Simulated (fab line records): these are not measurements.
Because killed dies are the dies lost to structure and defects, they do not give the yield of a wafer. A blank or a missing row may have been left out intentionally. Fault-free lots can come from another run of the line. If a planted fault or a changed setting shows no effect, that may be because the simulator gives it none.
fab line records -- flow n5-finfet -- part 2 of 2: steps 20 to 26 of 26
record lots=5, wafers=15, last-day=19
route steps=1938 shown BEOL_M0_SAQP@669
lots that met no fault: from a run of the same line without faults
start-h: the number of hours between the record's first day and the start of the first shown wafer of the lot -- wait-h: how many hours have passed since the lot's step before this one -- " as in the row above -- L1.1+2: one row covering several wafers at once -- - no value, or no start was given -- * or withheld: withheld -- < > ~ a bound
route shown NAME@n: names a module that has steps shown in the file, with the first one's number in the route -- usual: the fault-free wafers' mean and standard deviation -- same: alike in all rows -- chamber/n: place in a boat -- sites: readings site by site -- _std_site: how widely they spread, as a standard deviation -- _edge_site: outer sites' mean less inner sites' -- radius-mm: how far each site lies from the wafer's centre -- mask NAME#n: copy n -- behind: the last tool/chamber to shape the wafer -- hold: reason for holding the lot/hours on hold/outcome of the hold -- device: names the non-switching transistor (n, p or np) -- end of line: tests run on the same wafers once the route is complete -- a step given without rows: its recipe and nothing more -- killed: not the wafer's yield, but the dies lost to structure and defects at the first sort -- map: a wafer's dies, marking killed ones x, the rest . and places with no die _
set.NAME: the run value of the setting; set.NAME@STEP: its run value at that earlier step -- model.NAME: the simulator's own value behind a step, which no gauge read
certain route steps with their lots: each step a table, each wafer a row
services: a tool's chamber out of use, with start hour (start-h, from the record's first day; less than 0 if before it), hours out, and reason
## steps
# step N5_BEOL_M0_SAQP_DEVELOP_39
# recipe develop-time-s=30, developer=TMAH, resist=CAR-EUV, rinse-liquid=surfactant-rinse, dry=air-spin, dev-temp-c=23
# usual developer-temp-C=23.00/0.11
lot.wafer,tool,chamber,start-h,wait-h,developer-temp-C
L076.1,litho-track-02,0,-,-,22.90
L076.3,litho-track-02,0,-,-,22.81
L076.5,litho-track-02,0,-,-,22.91
L082.1,litho-track-01,0,-,-,22.93
L082.2,litho-track-01,0,-,-,22.94
L082.4,litho-track-01,0,-,-,23.06
L088.1,litho-track-04,0,-,-,23.01
L088.5,litho-track-04,0,-,-,22.94
L088.6,litho-track-04,0,-,-,23.15
L089.2,litho-track-04,0,-,-,22.98
L089.3,litho-track-04,0,-,-,22.89
L089.4,litho-track-04,0,-,-,23.00
L097.1,litho-track-02,0,-,-,23.07
L097.2,litho-track-02,0,-,-,23.01
L097.6,litho-track-02,0,-,-,23.04
# step N5_BEOL_M0_SAQP_CD_MEAS_40
# recipe target-cd-nm=30, landing-energy-ev=500, detector=se-inlens
# usual cd-nm=30.10/0.25
lot.wafer,tool,chamber,start-h,wait-h,cd-nm
L076.1,cd-sem-03,0,127.00,-,30.25
L076.3,cd-sem-03,0,127.00,-,30.20
L076.5,cd-sem-03,0,127.00,-,29.81
L082.1,cd-sem-03,0,164.47,-,29.99
L082.2,cd-sem-03,0,164.47,-,29.91
L082.4,cd-sem-03,0,164.47,-,30.23
L088.1,cd-sem-03,0,200.38,-,30.43
L088.5,cd-sem-03,0,200.38,-,30.28
L088.6,cd-sem-03,0,200.38,-,30.20
L089.2,cd-sem-01,0,202.89,-,30.03
L089.3,cd-sem-01,0,202.89,-,30.30
L089.4,cd-sem-01,0,202.89,-,29.87
L097.1,cd-sem-01,0,248.43,-,30.36
L097.2,cd-sem-01,0,248.43,-,29.66
L097.6,cd-sem-01,0,248.43,-,29.86
# step N5_BEOL_M0_SAQP_OVL_MEAS_41
# recipe points-per-wafer=522
# usual M0_CUT1_OVL=0.0/0.68
lot.wafer,tool,chamber,start-h,wait-h,M0_CUT1_OVL[nm]
L076.1,overlay-02,0,127.03,0.0,-0.2
L076.3,overlay-02,0,127.03,0.0,-0.5
L076.5,overlay-02,0,127.03,0.0,0.1
L082.1,overlay-01,0,164.50,0.0,-0.2
L082.2,overlay-01,0,164.50,0.0,1.7
L082.4,overlay-01,0,164.50,0.0,0.4
L088.1,overlay-01,0,200.41,0.0,0.5
L088.5,overlay-01,0,200.41,0.0,0.7
L088.6,overlay-01,0,200.41,0.0,0.2
L089.2,overlay-02,0,202.92,0.0,0.0
L089.3,overlay-02,0,202.92,0.0,0.3
L089.4,overlay-02,0,202.92,0.0,0.0
L097.1,overlay-01,0,248.46,0.0,0.4
L097.2,overlay-01,0,248.46,0.0,-0.5
L097.6,overlay-01,0,248.46,0.0,0.9
# step N5_BEOL_M0_SAQP_INSPECT_42
# recipe mode=adi, inspect-instrument=brightfield
# usual raw-defect-count=328/98
lot.wafer,tool,chamber,start-h,wait-h,raw-defect-count
L076.1,defect-inspect-02,-,127.08,0.1,263
L076.3,defect-inspect-02,-,127.08,0.1,294
L076.5,defect-inspect-02,-,127.08,0.1,426
L082.1,defect-inspect-01,-,164.55,0.1,349
L082.2,defect-inspect-01,-,164.55,0.1,236
L082.4,defect-inspect-01,-,164.55,0.1,388
L088.1,defect-inspect-01,-,200.47,0.1,374
L088.5,defect-inspect-01,-,200.47,0.1,268
L088.6,defect-inspect-01,-,200.47,0.1,342
L089.2,defect-inspect-01,-,202.97,0.0,220
L089.3,defect-inspect-01,-,202.97,0.0,341
L089.4,defect-inspect-01,-,202.97,0.0,249
L097.1,defect-inspect-01,-,248.52,0.1,473
L097.2,defect-inspect-01,-,248.52,0.1,235
L097.6,defect-inspect-01,-,248.52,0.1,324
# step N5_BEOL_M0_SAQP_DESCUM_45
# recipe chemistry=O2, time-s=7, source-power-w=50, bias-power-w=20, pressure-mtorr=20, rf-frequency-hz=2.712e+07, temp-c=40, resist=CAR-EUV, o2-flow-sccm=225
# usual drypump-motor-current-A=5.8/0.54, oes-product-au=0.81/0.083, rf-vpp-V=243.4/1.2, showerhead-plenum-p-Torr=2.11/0.06, temp-c=40.00/0.11, throttle-valve-pct=20.39/0.29
lot.wafer,tool,chamber,start-h,wait-h,drypump-motor-current-A,oes-product-au,rf-hours-counter-h,rf-vpp-V,showerhead-plenum-p-Torr,temp-c,throttle-valve-pct
L076.1,rie-diel-03,1,127.12,0.0,5.0,0.84,81,242.5,2.03,40.10,20.68
L076.3,rie-diel-03,3,127.12,0.0,4.7,0.77,117,241.9,2.03,40.12,20.50
L076.5,rie-diel-03,1,127.12,0.0,5.0,0.84,-,241.8,2.03,39.99,20.69
L082.1,rie-diel-06,0,164.59,0.0,6.6,0.92,27,244.4,2.13,39.65,19.79
L082.2,rie-diel-06,3,164.59,0.0,6.0,0.76,145,243.6,2.11,40.05,20.46
L082.4,rie-diel-06,2,164.59,0.0,6.0,0.75,152,247.0,2.16,39.92,20.20
L088.1,rie-diel-01,3,200.50,0.0,6.2,0.86,47,243.7,2.05,39.88,20.14
L088.5,rie-diel-01,2,200.50,0.0,5.8,0.77,-,245.2,2.21,39.74,20.54
L088.6,rie-diel-01,1,200.50,0.0,5.8,0.71,-,241.8,2.00,39.96,20.63
L089.2,rie-diel-06,0,203.02,0.0,6.6,0.89,38,244.6,2.13,40.00,19.82
L089.3,rie-diel-06,3,203.02,0.0,6.0,0.75,155,244.5,2.11,39.94,20.45
L089.4,rie-diel-06,2,203.02,0.0,6.0,0.75,165,244.9,2.16,40.00,20.24
L097.1,rie-diel-06,0,248.58,0.1,6.6,0.88,52,243.6,2.12,40.08,19.84
L097.2,rie-diel-06,1,248.58,0.1,5.2,0.89,32,243.3,2.14,40.01,20.50
L097.6,rie-diel-06,1,248.58,0.1,5.2,0.89,-,244.2,2.14,40.16,20.51
# step N5_BEOL_M0_SAQP_ETCH_88
# recipe chemistry=N2/H2, target=underlayer, target-depth-a=65, time-s=5.2, ion-energy-ev=200, mask-material=CAR-EUV, pressure-mtorr=30, source-w=840, bias-w=150, n2-flow-sccm=200, h2-flow-sccm=200, ends=cleared
# usual drypump-motor-current-A=5.8/0.54, etch-rf-on-time-s=5.21/0.14, oes-product-au=0.69/0.073, rf-vpp-V=524.4/2.6, showerhead-plenum-p-Torr=2.56/0.076, throttle-valve-pct=17.79/0.26
lot.wafer,tool,chamber,start-h,wait-h,drypump-motor-current-A,etch-rf-on-time-s,oes-product-au,rf-hours-counter-h,rf-vpp-V,showerhead-plenum-p-Torr,throttle-valve-pct
L076.1,rie-diel-03,1,127.15,0.0,5.0,5.10,0.71,81,522.5,2.47,18.09
L076.3,rie-diel-03,3,127.15,0.0,4.7,5.16,0.67,117,521.6,2.45,18.00
L076.5,rie-diel-03,1,127.15,0.0,5.0,5.08,0.72,-,520.1,2.47,18.08
L082.1,rie-diel-06,0,164.62,0.0,6.6,5.27,0.78,27,526.8,2.61,17.35
L082.2,rie-diel-06,3,164.62,0.0,6.0,5.41,0.64,145,521.9,2.53,17.70
L082.4,rie-diel-06,2,164.62,0.0,5.9,5.34,0.63,152,526.8,2.65,17.82
L088.1,rie-diel-01,3,200.54,0.0,6.3,5.19,0.73,47,521.4,2.47,17.38
L088.5,rie-diel-01,2,200.54,0.0,5.9,5.33,0.66,-,527.3,2.66,17.80
L088.6,rie-diel-01,1,200.54,0.0,5.8,5.08,0.61,-,519.9,2.43,18.07
L089.2,rie-diel-06,0,203.06,0.0,6.6,5.33,0.76,38,524.9,2.60,17.37
L089.3,rie-diel-06,3,203.06,0.0,6.0,5.38,0.63,155,526.7,2.53,17.71
L089.4,rie-diel-06,2,203.06,0.0,6.0,5.26,0.63,165,526.1,2.64,17.82
L097.1,rie-diel-06,0,248.61,0.0,6.6,5.23,0.74,52,524.9,2.60,17.40
L097.2,rie-diel-06,1,248.61,0.0,5.2,4.90,0.78,32,525.3,2.60,18.00
L097.6,rie-diel-06,1,248.61,0.0,5.2,4.94,0.77,-,524.5,2.59,18.00
# step N5_BEOL_M0_SAQP_ETCH_73
# recipe chemistry=CF4, target=SiARC, target-depth-a=195, mask-material=CAR-EUV, time-s=32.5, ion-energy-ev=80, pressure-mtorr=40, source-w=545, bias-w=36, Ar_flow_sccm=100, cf4-flow-sccm=100, ends=cleared
# usual cf4-flow-sccm=99.99/0.27, drypump-motor-current-A=5.8/0.54, etch-rf-on-time-s=32.6/0.96, oes-product-au=0.70/0.076, rf-vpp-V=184.3/1.2, showerhead-plenum-p-Torr=2.16/0.063, throttle-valve-pct=15.55/0.25
lot.wafer,tool,chamber,start-h,wait-h,cf4-flow-sccm,drypump-motor-current-A,etch-rf-on-time-s,oes-product-au,rf-hours-counter-h,rf-vpp-V,showerhead-plenum-p-Torr,throttle-valve-pct
L076.1,rie-diel-03,1,127.17,0.0,100.28,5.0,31.6,0.72,81,183.6,2.08,15.74
L076.3,rie-diel-03,3,127.17,0.0,100.34,4.7,31.9,0.68,117,183.0,2.06,15.56
L076.5,rie-diel-03,1,127.17,0.0,99.84,5.0,31.7,0.72,-,182.9,2.08,15.75
L082.1,rie-diel-06,0,164.64,0.0,99.99,6.6,32.8,0.78,27,183.2,2.19,15.06
L082.2,rie-diel-06,3,164.64,0.0,100.46,6.0,33.8,0.64,145,184.6,2.15,15.53
L082.4,rie-diel-06,2,164.64,0.0,99.93,6.0,33.2,0.63,152,184.6,2.24,15.65
L088.1,rie-diel-01,3,200.55,0.0,99.92,6.3,32.2,0.75,47,181.6,2.09,15.23
L088.5,rie-diel-01,2,200.55,0.0,100.16,5.9,33.4,0.66,-,186.3,2.24,15.66
L088.6,rie-diel-01,1,200.55,0.0,99.69,5.8,32.1,0.61,-,183.2,2.06,15.83
L089.2,rie-diel-06,0,203.07,0.0,100.27,6.6,32.8,0.77,39,184.5,2.18,15.08
L089.3,rie-diel-06,3,203.07,0.0,99.85,6.0,34.0,0.64,155,182.7,2.14,15.56
L089.4,rie-diel-06,2,203.07,0.0,99.86,6.0,33.4,0.62,165,185.1,2.24,15.67
L097.1,rie-diel-06,0,248.63,0.0,99.63,6.6,32.8,0.75,52,184.0,2.18,15.11
L097.2,rie-diel-06,1,248.63,0.0,99.79,5.2,31.1,0.77,32,185.5,2.19,15.71
L097.6,rie-diel-06,1,248.63,0.0,100.22,5.2,30.7,0.78,-,185.6,2.19,15.69
## services
tool,chamber,start-h,hours,kind
vapor-etch-01,-,101.70,1.5,repair
rie-diel-01,1,103.86,16.6,repair
euv-scanner-02,-,108.63,1.0,pm
euv-scanner-01,-,109.81,4.6,pm
vapor-etch-02,-,110.28,2.8,pm
euv-scanner-01,-,115.36,0.7,repair
vapor-etch-02,1,116.87,2.6,repair
rie-si-03,2,120.54,1.2,repair
euv-scanner-01,-,122.95,0.6,repair
euv-scanner-01,-,124.22,3.0,repair
rie-diel-03,-,143.10,1.2,repair
rie-diel-06,1,151.90,8.1,repair
rie-diel-01,-,164.46,0.3,repair
euv-scanner-02,-,164.78,1.0,pm
rie-si-01,-,169.59,2.8,pm
rie-diel-06,3,170.12,4.2,repair
euv-scanner-02,-,176.37,1.6,repair
euv-scanner-02,-,185.36,4.6,pm
vapor-etch-01,-,186.97,14.6,pm
vapor-etch-02,-,193.61,0.4,repair
rie-si-04,0,199.05,7.2,repair
rie-si-01,2,214.36,3.8,repair
euv-scanner-02,-,220.93,1.0,pm
rie-diel-06,2,224.10,3.8,repair
